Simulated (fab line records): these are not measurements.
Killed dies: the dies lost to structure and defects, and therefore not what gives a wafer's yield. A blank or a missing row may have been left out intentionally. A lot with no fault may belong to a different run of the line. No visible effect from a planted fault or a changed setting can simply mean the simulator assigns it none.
fab line records	flow n5-finfet
record: lots: 10	wafers: 30	last-day: 19
route steps=1938 shown BEOL_M4@1111 MIM_TOP_ETCH@1852 MIM_BOT_LITHO@1864 MIM_BOT_ETCH@1868 PASS1_CAP@1874 PASSIVATION@1936
lots with no fault: from the same line, run without faults
start-h: the number of hours between the record's first day and the start of the first shown wafer of the lot	wait-h: hours from the lot's prior step to this one	" the same as in the row above	L1.1+2: a single row standing in for several wafers	- no value, or no start was given	* or withheld: withheld	< > ~ a bound
route shown NAME@n: NAME is a module with steps in the file, n the number in the route of the first one	usual: average and standard deviation across the fault-free wafers	same: alike in all rows	chamber/n: place in a boat	sites: the reading at each site	_std_site: the values' standard deviation	_edge_site: the outer-site mean with the inner-site mean subtracted	radius-mm: how far each site lies from the wafer's centre	mask NAME#n: copy n	behind: the tool/chamber that last shaped the wafer	hold: what put the lot on hold/how long, in hours/how the hold closed	device: which transistor (n, p or np) failed to switch	end of line: the tests these same wafers got at the end of their route	a step without rows: its recipe alone	killed: the dies lost at the first sort to structure and to defects; this is not the yield of the wafer	map: the dies of a wafer, with x for killed, . for not killed, _ for no die there
set.NAME: the setting that was run; set.NAME@STEP: the one run at that earlier step	model.NAME: the simulator's own value behind a step, which no gauge read
steps of the route over a sample of lots; a table a step, a row a wafer
services: when a tool's chamber went out of use (start-h, in hours from the record's first day, below 0 if earlier), for how many hours, and the reason
== steps ==
step: N5_BEOL_M4_RC_MEAS_101
usual: DIBL_N: 36.3/2.2	DIBL_P: 36.0/2.4	IOFF_N: 0.16/0.042	IOFF_P: 0.22/0.041	ION_N: 672/14	ION_P: 462/7.9	SS_N: 71.7/0.76	SS_P: 73.3/0.72	VT_N: 250/3.6	VT_P: -249/3
lot.wafer	tool	chamber	start-h	wait-h	DIBL_N[mV/V]	DIBL_P[mV/V]	IOFF_N[nA/um]	IOFF_P[nA/um]	ION_N[uA/um]	ION_P[uA/um]	SS_N[mV/dec]	SS_P[mV/dec]	VT_N[mV]	VT_P[mV]
L195.1	prober-02	0	179.50	0.0	34.8	35.2	0.15	0.20	679	465	70.7	72.5	251	-251
L195.2	"	0	"	"	38.0	37.8	0.21	0.26	687	464	72.2	74.1	248	-249
L195.5	"	0	"	"	36.3	36.1	0.17	0.22	689	465	71.3	73.2	249	-251
L197.1	prober-02	0	191.97	0.0	37.0	38.2	0.18	0.25	675	465	72.0	74.1	248	-249
L197.3	"	0	"	"	38.0	38.6	0.19	0.25	666	454	72.3	73.6	246	-251
L197.6	"	0	"	"	37.0	37.7	0.17	0.24	676	470	72.0	73.1	247	-249
L198.2	prober-02	0	194.86	0.2	40.6	39.6	0.24	0.30	690	475	71.8	74.6	244	-245
L198.3	"	0	"	"	41.0	40.1	0.25	0.30	691	469	72.7	74.5	241	-244
L198.6	"	0	"	"	41.2	40.5	0.27	0.32	704	477	72.2	74.6	241	-246
L199.1	prober-01	0	205.20	0.0	32.6	30.9	0.10	0.14	651	450	71.1	71.5	256	-253
L199.2	"	0	"	"	35.4	35.6	0.16	0.20	671	460	71.6	72.7	248	-250
L199.6	"	0	"	"	35.2	34.7	0.14	0.18	661	454	72.3	72.0	248	-250
L200.2	prober-02	0	209.20	0.2	35.0	34.9	0.15	0.21	661	459	71.3	72.7	253	-249
L200.5	"	0	"	"	35.1	34.7	0.15	0.21	672	462	70.9	73.5	251	-250
L200.6	"	0	"	"	37.3	37.2	0.20	0.27	673	466	71.7	74.0	247	-247
L203.4	prober-02	0	222.45	0.7	37.8	35.5	0.18	0.22	675	464	72.2	73.7	250	-248
L203.5	"	0	"	"	39.1	38.1	0.20	0.26	678	465	72.0	73.9	246	-249
L203.6	"	0	"	"	39.7	37.4	0.20	0.23	680	461	72.5	73.3	249	-248
L211.1	prober-01	0	294.89	0.0	35.3	33.0	0.13	0.18	679	469	70.9	73.2	254	-253
L211.2	"	0	"	"	35.4	32.8	0.14	0.19	667	457	71.1	73.2	252	-255
L211.6	"	0	"	"	38.4	37.0	0.21	0.25	696	479	71.5	73.8	247	-248
L212.3	prober-01	0	313.19	0.3	37.3	39.3	0.20	0.30	689	482	70.9	74.7	244	-241
L212.5	"	0	"	"	38.0	39.8	0.21	0.31	692	476	72.5	74.0	245	-244
L212.6	"	0	"	"	33.8	34.4	0.12	0.19	661	460	70.5	72.2	252	-249
L213.1	prober-02	0	316.38	0.0	36.8	37.1	0.18	0.24	679	464	72.0	73.5	247	-248
L213.4	"	0	"	"	36.5	38.0	0.20	0.26	706	483	71.7	73.3	243	-245
L213.5	"	0	"	"	36.3	37.4	0.18	0.23	692	467	71.8	73.1	248	-246
L216.1	prober-02	0	333.91	0.0	36.6	36.4	0.15	0.18	655	445	72.2	73.0	253	-253
L216.3	"	0	"	"	34.5	35.3	0.13	0.18	664	459	70.8	72.3	251	-255
L216.6	"	0	"	"	33.8	34.7	0.11	0.16	657	453	70.8	72.7	255	-252
step: N5_MIM_TOP_ETCH_STRIP_01
recipe: chemistry: O2	power-w: 600	temp-c: 60	pressure-mtorr: 30	rf-frequency-hz: 6e+07	bias-power-w: 0	overash-fraction: 0.5	o2-flow-sccm: 225
usual: chamber-pressure-mTorr: 29.99/0.088	drypump-motor-current-A: 5.5/0.48	oes-product-au: 0.77/0.071	rf-vpp-V: 3.7/1.2	showerhead-plenum-p-Torr: 2.11/0.053	throttle-valve-pct: 16.71/0.24
lot.wafer	tool	chamber	start-h	wait-h	chamber-pressure-mTorr	drypump-motor-current-A	oes-product-au	rf-hours-counter-h	rf-vpp-V	showerhead-plenum-p-Torr	throttle-valve-pct
L195.1	rie-diel-02	2	266.76	0.1	29.99	6.3	0.89	34	4.3	2.15	16.59
L195.2	"	1	"	"	29.98	5.7	0.76	167	4.2	2.09	16.66
L195.5	"	1	"	"	30.05	5.8	0.76	-	5.7	2.09	16.62
L198.2	rie-diel-04	0	279.63	0.1	29.95	5.1	0.77	122	4.1	2.09	16.65
L198.3	"	2	"	"	29.92	5.0	0.81	103	1.4	2.03	16.81
L198.6	"	3	"	"	30.01	5.3	0.80	-	4.1	2.14	16.73
L197.1	rie-diel-04	3	280.09	0.1	29.95	5.3	0.80	82	6.0	2.14	16.74
L197.3	"	0	"	"	30.01	5.1	0.76	123	2.9	2.09	16.62
L197.6	"	1	"	"	30.07	6.1	0.72	-	2.2	2.19	16.78
L200.2	rie-diel-06	0	292.41	0.1	30.02	4.9	0.91	9	2.4	2.05	16.08
L200.5	"	1	"	"	29.96	5.5	0.71	-	3.3	2.17	17.01
L200.6	"	2	"	"	29.99	5.8	0.71	-	4.9	2.10	17.08
L199.1	rie-diel-06	1	294.82	0.2	29.91	5.5	0.73	210	3.0	2.17	16.95
L199.2	"	2	"	"	30.05	5.8	0.72	197	4.4	2.10	17.09
L199.6	"	1	"	"	30.10	5.5	0.72	-	1.4	2.17	16.99
L203.4	rie-diel-06	2	313.54	0.2	29.96	5.8	0.74	202	3.8	2.09	17.09
L203.5	"	0	"	"	30.00	4.9	0.91	-	3.6	2.05	16.07
L203.6	"	1	"	"	30.02	5.5	0.71	-	6.0	2.17	17.00
L211.1	rie-diel-06	2	390.64	0.1	29.92	5.8	0.70	220	3.1	2.09	17.10
L211.2	"	3	"	"	30.07	6.3	0.83	63	3.6	2.03	16.50
L211.6	"	3	"	"	30.10	6.3	0.86	-	8.2	2.03	16.55
L212.3	rie-diel-02	0	411.37	0.1	30.19	5.3	0.96	12	1.7	2.06	16.54
L212.5	"	3	"	"	29.89	4.9	0.70	-	1.7	2.17	16.70
L212.6	"	2	"	"	30.06	6.3	0.84	-	5.0	2.13	16.70
L213.1	rie-diel-04	1	420.97	0.1	29.94	6.2	0.70	235	1.8	2.17	16.82
L213.4	"	0	"	"	29.99	5.1	0.74	156	3.2	2.08	16.70
L213.5	"	0	"	"	29.79	5.1	0.74	-	2.4	2.08	16.72
L216.1	rie-diel-02	3	449.98	0.1	29.86	5.0	0.69	246	2.5	2.16	16.71
L216.3	"	0	"	"	30.07	5.3	0.94	26	1.6	2.06	16.58
L216.6	"	3	"	"	30.06	5.0	0.69	-	2.0	2.16	16.65
step: N5_MIM_BOT_LITHO_INSPECT_12
recipe: mode: adi	inspect-instrument: macro
usual: raw-defect-count: 2.1/1.5
lot.wafer	tool	chamber	start-h	wait-h	raw-defect-count
L195.1	defect-inspect-01	-	267.24	0.0	0
L195.2	"	-	"	"	3
L195.5	"	-	"	"	3
L198.2	defect-inspect-01	-	280.23	0.0	2
L198.3	"	-	"	"	0
L198.6	"	-	"	"	4
L197.1	defect-inspect-01	-	280.68	0.0	3
L197.3	"	-	"	"	2
L197.6	"	-	"	"	1
L200.2	defect-inspect-01	-	292.88	0.0	3
L200.5	"	-	"	"	4
L200.6	"	-	"	"	3
L199.1	defect-inspect-01	-	295.42	0.0	2
L199.2	"	-	"	"	2
L199.6	"	-	"	"	0
L203.4	defect-inspect-01	-	314.02	0.0	5
L203.5	"	-	"	"	0
L203.6	"	-	"	"	3
L211.1	defect-inspect-02	-	391.24	0.0	2
L211.2	"	-	"	"	3
L211.6	"	-	"	"	3
L212.3	defect-inspect-01	-	412.00	0.0	0
L212.5	"	-	"	"	2
L212.6	"	-	"	"	5
L213.1	defect-inspect-02	-	421.45	0.0	0
L213.4	"	-	"	"	1
L213.5	"	-	"	"	0
L216.1	defect-inspect-02	-	450.58	0.0	3
L216.3	"	-	"	"	4
L216.6	"	-	"	"	3
step: N5_MIM_BOT_ETCH_ETCH_00
recipe: chemistry: Cl2/BCl3	target: TiN	target-depth-a: 455	ion-energy-ev: 150	pressure-mtorr: 10	icp-w: 1000	bias-w: 126	Cl2_flow_sccm: 53.25	bcl3-flow-sccm: 21.75	Ar_flow_sccm: 25
usual: bias-w: 125.9/0.36	chamber-pressure-mTorr: 10.001/0.0098	drypump-motor-current-A: 6.00/0.28	oes-product-au: 0.79/0.094	throttle-valve-pct: 21.83/0.15
lot.wafer	tool	chamber	start-h	wait-h	bias-w	chamber-pressure-mTorr	drypump-motor-current-A	oes-product-au	rf-hours-counter-h	throttle-valve-pct
L195.1	rie-metal-02	1	267.52	0.1	125.8	9.991	6.28	0.65	102	21.74
L195.2	"	0	"	"	125.8	9.987	5.62	0.87	18	21.89
L195.5	"	1	"	"	125.3	10.006	6.26	0.65	-	21.73
L198.2	rie-metal-02	1	280.51	0.1	125.4	9.993	6.33	0.64	103	21.76
L198.3	"	1	"	"	125.9	9.989	6.30	0.64	-	21.73
L198.6	"	0	"	"	126.3	10.005	5.59	0.86	-	21.89
L197.1	rie-metal-02	0	280.96	0.1	125.5	9.991	5.65	0.86	20	21.91
L197.3	"	1	"	"	126.4	9.981	6.26	0.64	-	21.73
L197.6	"	0	"	"	126.2	9.993	5.64	0.86	-	21.92
L200.2	rie-metal-02	0	293.16	0.1	126.0	9.984	5.63	0.87	20	21.90
L200.5	"	0	"	"	126.1	10.017	5.63	0.87	-	21.91
L200.6	"	1	"	"	125.9	10.002	6.29	0.64	-	21.75
L199.1	rie-metal-02	0	295.70	0.1	125.6	10.002	5.59	0.86	20	21.91
L199.2	"	1	"	"	125.8	9.993	6.29	0.63	104	21.75
L199.6	"	0	"	"	125.4	10.025	5.62	0.86	-	21.89
L203.4	rie-metal-01	0	314.49	0.1	125.6	10.004	5.92	0.87	-	21.89
L203.5	"	0	"	"	126.5	10.001	5.92	0.89	-	21.86
L203.6	"	1	"	"	126.2	9.990	6.39	0.69	-	21.71
L211.1	rie-metal-03	1	391.63	0.1	125.9	9.990	5.99	0.85	18	21.75
L211.2	"	0	"	"	126.1	10.001	5.85	0.79	41	22.11
L211.6	"	1	"	"	126.1	10.004	5.98	0.85	-	21.76
L212.3	rie-metal-03	1	412.36	0.1	126.4	9.995	5.98	0.85	-	21.74
L212.5	"	1	"	"	125.9	9.996	5.98	0.84	-	21.76
L212.6	"	0	"	"	126.4	10.016	5.87	0.78	-	22.13
L213.1	rie-metal-01	1	421.74	0.1	126.0	10.006	6.41	0.68	78	21.74
L213.4	"	1	"	"	125.9	9.997	6.41	0.67	-	21.72
L213.5	"	0	"	"	126.4	10.010	5.95	0.85	-	21.88
L216.1	rie-metal-03	1	451.11	0.1	125.8	10.001	5.96	0.83	21	21.77
L216.3	"	1	"	"	125.7	10.000	5.94	0.83	-	21.76
L216.6	"	1	"	"	126.1	9.994	5.95	0.83	-	21.77
step: N5_PASSIVATION_PECVD_01
recipe: material: SiNx	target-thk-a: 2000	temp-c: 400	precursor: SiH4/NH3/N2	pressure-torr: 4.9	rf-w: 1406	time-s: 43.2
usual: heater-power-w: 383/100	showerhead-plenum-p-Torr: 8.70/0.087	throttle-valve-pct: 29.6/2.2
lot.wafer	tool	chamber	start-h	wait-h	heater-power-w	showerhead-plenum-p-Torr	throttle-valve-pct
L195.1	pecvd-01	2	268.41	0.0	410	8.71	26.9
L195.2	"	0	"	"	522	8.61	29.9
L195.5	"	0	"	"	538	8.62	29.5
L198.2	pecvd-01	2	281.19	0.0	405	8.71	26.7
L198.3	"	1	"	"	278	8.77	27.9
L198.6	"	1	"	"	286	8.79	27.6
L197.1	pecvd-01	0	281.64	0.0	506	8.63	30.0
L197.3	"	2	"	"	451	8.70	26.6
L197.6	"	2	"	"	452	8.72	26.6
L200.2	pecvd-01	2	293.84	0.0	423	8.73	26.8
L200.5	"	1	"	"	282	8.75	28.0
L200.6	"	0	"	"	493	8.62	29.7
L199.1	pecvd-01	2	296.38	0.0	391	8.74	26.9
L199.2	"	1	"	"	243	8.78	27.8
L199.6	"	0	"	"	494	8.63	30.1
L203.4	pecvd-01	1	315.47	0.0	321	8.77	27.7
L203.5	"	0	"	"	508	8.62	30.2
L203.6	"	2	"	"	437	8.70	27.0
L211.1	pecvd-03	0	392.42	0.0	425	8.85	31.9
L211.2	"	2	"	"	183	8.67	25.9
L211.6	"	1	"	"	406	8.82	30.7
L212.3	pecvd-03	2	413.02	0.0	172	8.70	25.8
L212.5	"	1	"	"	437	8.82	30.8
L212.6	"	2	"	"	185	8.69	25.9
L213.1	pecvd-04	1	422.55	0.0	293	8.59	27.6
L213.4	"	1	"	"	296	8.58	27.1
L213.5	"	0	"	"	564	8.61	32.9
L216.1	pecvd-01	0	451.84	0.0	468	8.62	29.9
L216.3	"	2	"	"	450	8.72	26.9
L216.6	"	0	"	"	464	8.61	30.1
step: N5_PASSIVATION_PROBE_49
usual: defect-limited-yield: 91.3/1.7	killed_at_M0_to_M3: 33/9.9	killed_at_M4_up: 14/6.4	killed-at-contacts: 12/7	killed-at-front-end: 41/13	killed-at-other: 3.1/2.9	killed-dies: 103/20	killed-on-rim: 13/4	killed-open: 67/14	killed-short: 34/9.4	sort_bin_4_leakage: 0.03/0.24	sort_bin_5_function: 5.1/1.1	sort_bin_6_memory: 3.2/0.79	sort_bin_8_speed: 0.02/0.15	sort-n-pass: 1077/21	sort-yield-pct: 91.2/1.7
same: gross-dies: 1180	killed-at-back-side: 0
lot.wafer	tool	chamber	start-h	wait-h	defect-limited-yield[%]	killed_at_M0_to_M3	killed_at_M4_up	killed-at-contacts	killed-at-front-end	killed-at-other	killed-dies	killed-on-rim	killed-open	killed-short	sort_bin_4_leakage[%]	sort_bin_5_function[%]	sort_bin_6_memory[%]	sort_bin_8_speed[%]	sort-n-pass	sort-yield-pct[%]
L198.3	prober-02	-	290.61	0.6	90.6	41	9	10	43	8	111	10	74	35	0	5.8	3.4	0	1069	90.6
L200.2	prober-02	-	302.92	0.1	0	38	7	3	36	1096	1180	152	50	34	0	96.5	3.1	0	0	0
L200.5	prober-02	-	303.07	0.2	91.3	33	14	5	50	1	103	20	67	36	0	5.2	3.2	0	1077	91.3
L200.6	prober-02	-	303.12	0.3	0	26	13	15	36	1090	1180	152	53	37	0	96.4	3.3	0	0	0
L199.1	prober-01	-	305.67	0.0	87.7	28	33	10	71	3	145	22	85	60	0	6.8	4.9	0.08	1034	87.6
L199.2	prober-01	-	305.72	0.1	0	39	30	13	46	1052	1180	152	76	49	0	95.5	3.9	0	0	0
L199.6	prober-01	-	305.92	0.3	0	30	26	7	70	1047	1180	152	81	41	0	94.4	4.2	0	0	0
L203.4	prober-02	-	324.97	0.2	91.4	40	10	19	31	1	101	12	56	45	0	5.1	3.3	0	1079	91.4
L203.5	prober-02	-	325.02	0.2	89.7	45	8	19	37	12	121	14	76	39	0	5.8	3.7	0	1059	89.7
L203.6	prober-02	-	325.07	0.3	0	26	6	11	42	1095	1180	152	57	25	0	96.9	2.4	0	0	0
killed by level:class
L198.3 BEOL_M3:geometric-particle:open=13 FIN_SAQP:geometric-particle:open=9 STI_FIN_REVEAL:geometric-particle:open=9 MOL_CONTACT_COAG:geometric-particle:open=8 FIN_SAQP:geometric-particle:short=7 BEOL_M1:geometric-particle:open=6 BEOL_M2:geometric-particle:open=6 PASS1_CAP:geometric-particle:short=4
L200.2 PASS1_CAP:area-pecvd=1095 FIN_SAQP:geometric-particle:short=12 BEOL_M1:geometric-particle:open=10 BEOL_M3:geometric-particle:open=8 FIN_SAQP:geometric-particle:open=6 STI_FIN_REVEAL:geometric-particle:open=6 BEOL_M0_SAQP:geometric-particle:short=5 BEOL_M0_SAQP:geometric-particle:open=4
L200.5 FIN_SAQP:geometric-particle:short=17 FIN_SAQP:geometric-particle:open=11 BEOL_M1:geometric-particle:open=10 BEOL_M2:geometric-particle:open=7 BEOL_M3:geometric-particle:open=6 STI_FIN_REVEAL:geometric-particle:open=5 BEOL_M4:geometric-particle:open=4 STARTING-WAFER:geometric-particle:open=4
L200.6 PASS1_CAP:area-pecvd=1088 FIN_SAQP:geometric-particle:short=14 MOL_CONTACT_COAG:geometric-particle:open=12 BEOL_M3:geometric-particle:open=6 BEOL_M2:geometric-particle:open=6 BEOL_M6:geometric-particle:open=6 STI_FIN_REVEAL:geometric-particle:open=4 BEOL_M1:geometric-particle:open=4
L199.1 FIN_SAQP:geometric-particle:short=26 BEOL_M4:geometric-particle:open=22 FIN_SAQP:geometric-particle:open=15 MOL_CONTACT_COAG:geometric-particle:open=8 BEOL_M0_SAQP:geometric-particle:open=6 STI_FIN_REVEAL:geometric-particle:open=6 GATE_CUT:geometric-particle:short=6 BEOL_M2:geometric-particle:short=5
L199.2 PASS1_CAP:area-pecvd=1050 BEOL_M4:geometric-particle:open=16 BEOL_M0_SAQP:geometric-particle:open=12 MOL_CONTACT_COAG:geometric-particle:open=12 GATE_CUT:geometric-particle:short=11 FIN_SAQP:geometric-particle:short=10 BEOL_M2:geometric-particle:open=8 BEOL_M0_SAQP:geometric-particle:short=7
L199.6 PASS1_CAP:area-pecvd=1046 BEOL_M4:geometric-particle:open=14 FIN_SAQP:geometric-particle:open=12 HKMG_FIN:area-etch=12 FIN_SAQP:geometric-particle:short=11 BEOL_M0_SAQP:geometric-particle:open=11 STI_FIN_REVEAL:geometric-particle:open=8 MOL_CONTACT_COAG:geometric-particle:open=6
L203.4 MOL_CONTACT_COAG:geometric-particle:open=14 BEOL_M0_SAQP:geometric-particle:short=13 BEOL_M0_SAQP:geometric-particle:open=9 BEOL_M2:geometric-particle:open=8 FIN_SAQP:geometric-particle:open=6 FIN_SAQP:geometric-particle:short=6 GATE_CUT:geometric-particle:short=6 MOL_CONTACT_COAG:geometric-particle:short=5
L203.5 MOL_CONTACT_COAG:geometric-particle:open=17 BEOL_M0_SAQP:geometric-particle:open=10 FIN_SAQP:geometric-particle:short=9 BEOL_M1:geometric-particle:open=9 BEOL_M2:geometric-particle:open=8 BEOL_M0_SAQP:geometric-particle:short=6 PASS1_DEP:geometric-particle:open=6 HKMG_FIN:area-etch=6
L203.6 PASS1_CAP:area-pecvd=1091 FIN_SAQP:geometric-particle:open=10 MOL_CONTACT_COAG:geometric-particle:open=9 BEOL_M2:geometric-particle:open=7 HKMG_FIN:area-etch=7 BEOL_M3:geometric-particle:open=6 FIN_SAQP:geometric-particle:short=5 BEOL_M0_SAQP:geometric-particle:short=5
== services ==
tool	chamber	start-h	hours	kind
rie-diel-06	0	244.91	-	clean
pecvd-01	2	258.14	2.1	scheduled-down
rie-diel-06	1	295.74	3.9	repair
pecvd-01	0	296.54	5.5	scheduled-down
rie-diel-06	1	303.97	8.4	repair
rie-metal-02	-	314.27	1.4	pm
rie-diel-06	0	337.93	3.2	repair
rie-diel-04	3	342.35	3.4	repair
rie-diel-02	3	347.28	2.8	repair
rie-metal-02	1	356.98	-	clean
rie-metal-02	1	356.98	15.5	scheduled-down
rie-metal-02	1	356.98	15.5	vent-cycle
rie-diel-04	0	359.94	1.7	repair
rie-metal-02	0	386.39	3.0	repair
pecvd-01	-	393.43	1.5	repair
rie-diel-04	3	395.94	23.0	repair
rie-diel-04	-	403.75	0.9	repair
rie-diel-04	0	409.11	3.8	repair
pecvd-03	-	410.66	1.0	repair
rie-diel-04	-	413.19	2.8	pm
rie-diel-04	2	426.35	1.6	repair
rie-diel-06	-	432.98	2.1	repair
rie-diel-02	2	440.36	18.8	repair
pecvd-01	1	444.18	5.5	scheduled-down
== key ==
first-sign: step: N5_PASSIVATION_PROBE_49	reading: killed-at-other	direction: up	sigmas: 99+	usual: 3.1	struck: 1076
effect: step: N5_PASSIVATION_PROBE_49	reading: sort_bin_5_function	direction: up	sigmas: 82	usual: 5.1	struck: 95.9
more-kills-born-at: N5_PASSIVATION_PECVD_01@pecvd-01: 5370
met-at N5_PASSIVATION_PECVD_01
struck-lots L199,L200,L203
struck-wafers L199.2,L199.6,L200.2,L200.6,L203.6
later-rows-left-out L199.2,L199.6,L200.2,L200.6,L203.6
not-acting-at N5_MIM_TOP_ETCH_STRIP_01,N5_MIM_BOT_LITHO_INSPECT_12,N5_MIM_BOT_ETCH_ETCH_00
onset-between 281.64 293.84
fault: kind: process-parameter-drift	tool: pecvd-01	chamber: -	onset-h: 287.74	steps: N5_PASSIVATION_PECVD_01	channel: time-s	offset: *	shape: step	end-h: 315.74	scope: struck-wafers-only	acts-in: *	stated: *
later-rows-left-out: the simulator's readings of these wafers behind a module that went badly wrong aren't trusted and aren't shown, but for the sort
